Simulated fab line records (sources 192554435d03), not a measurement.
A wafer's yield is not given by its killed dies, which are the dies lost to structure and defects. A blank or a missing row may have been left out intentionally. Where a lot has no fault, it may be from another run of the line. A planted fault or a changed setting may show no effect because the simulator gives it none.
Code-filled problem report in 8D (eight disciplines) form / flow n5-finfet / the parts of the form that need people (team, actions taken, sign-off) are left out

1. THE ISSUE
thk-nm at N5_SD_EPI_N_EPI_MEAS_23 reads a mean of 46.3 nm on 4 wafers of 2 lots; wafers without a fault read 59.3 nm with a standard deviation of 1.2. Relative to the usual mean, that is a shift of -11 standard deviations.
Seen first at day 5 19:01 on film-metro-01, wafer L546.1. At this step, 26 wafers from 10 lots have a number in the record. Rule for "out" (also "out of limits"): further than 4 standard deviations from the usual mean. Any other wafer with a number is counted as sound.

2. WHAT IT IS AND WHAT IT IS NOT
question=which readings at this step | is=thk-nm | is not=-
question=which lots | is=L546, L547 | is not=L536, L541, L542, L545, L548, L551, L557, L559
question=which wafers of those lots | is=L546.1, L546.4, L547.1, L547.4 | is not=L546.6, L547.6
question=read on which gauges | is=film-metro-01, film-metro-02 | is not=-
question=when | is=from day 5 19:01 | is not=up to then (13 sound wafers); but 9 sound wafers of L547, L548, L551, L557, L559 came after

3. WHAT RULES OUT EACH SUSPECT
Counting: a tool at a process step up to the reading stays a suspect if it ran every lot that is out. Sound lots after the first of them don't rule it out here, since some wafers of a struck lot are sound.
- the gauge at N5_SD_EPI_N_EPI_MEAS_23 has been ruled out. Those wafers that are out were read across 2 gauges (film-metro-01, film-metro-02).
- epi-rpcvd-01 at N5_SD_EPI_N_EPI_21 (deposits Si:P, time 690 s): kept. It ran every lot that is out, first L546 (day 5 16:44); its last sound lot up to then is L545 (day 5 10:59).
After counting, what remains is epi-rpcvd-01 at N5_SD_EPI_N_EPI_21.

4. THE CAUSE (what the simulator had put in)
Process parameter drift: epi-rpcvd-01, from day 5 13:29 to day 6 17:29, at N5_SD_EPI_N_EPI_21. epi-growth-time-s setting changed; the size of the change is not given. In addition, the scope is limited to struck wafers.
This tool alone remained once counting was done.

5. THE CHAIN OF EFFECTS, in route order
One row per reading whose mean, taken over the struck wafers that have a number, lies over 3 standard deviations from the usual. Readings are gone through only where the record gives a usual standard deviation; hours: the median, over the lots, of the time from a lot's start at the first step in this table giving one to that lot's start at this step; sigmas: the change measured in usual standard deviations.
hours=0; step=N5_SD_EPI_N_EPI_MEAS_23; reading=thk-nm; usual=59.3 nm; on struck wafers=46.3; change=-13.0; sigmas=-11
hours=6; step=N5_SD_ACTIVATION_RS_MEAS_03; reading=RS_SD_N; usual=21.9 ohm/sq; on struck wafers=27.9; change=+6.0; sigmas=+18
hours=138; step=N5_BEOL_M4_RC_MEAS_101; reading=REXT_N; usual=75.4 ohm.um; on struck wafers=86.1; change=+10.7; sigmas=+5.1
hours=138; step=N5_BEOL_M4_RC_MEAS_101; reading=RS_SD_N; usual=28.3 ohm/sq; on struck wafers=36.0; change=+7.7; sigmas=+17
Later steps that measure or inspect, where all struck wafers having a row at the step show a number for every such reading and not one has moved that far: N5_SD_EPI_N_INSPECT_26.

6. WHAT WOULD HAVE CAUGHT IT SOONER
6 hours passed between the start of the fault at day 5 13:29 and the first reading out of limits at a measuring or inspecting step in this record, taken at day 5 19:01.
No tool reading at N5_SD_EPI_N_EPI_21 that has a usual standard deviation in the record was out on any struck wafer, so an alarm limit of 4 standard deviations on those readings would not have fired.
Among the 2 lots that are out, L547 began N5_SD_EPI_N_EPI_21 on epi-rpcvd-01 after day 5 19:01. Putting the tool on hold at that point would have spared it.
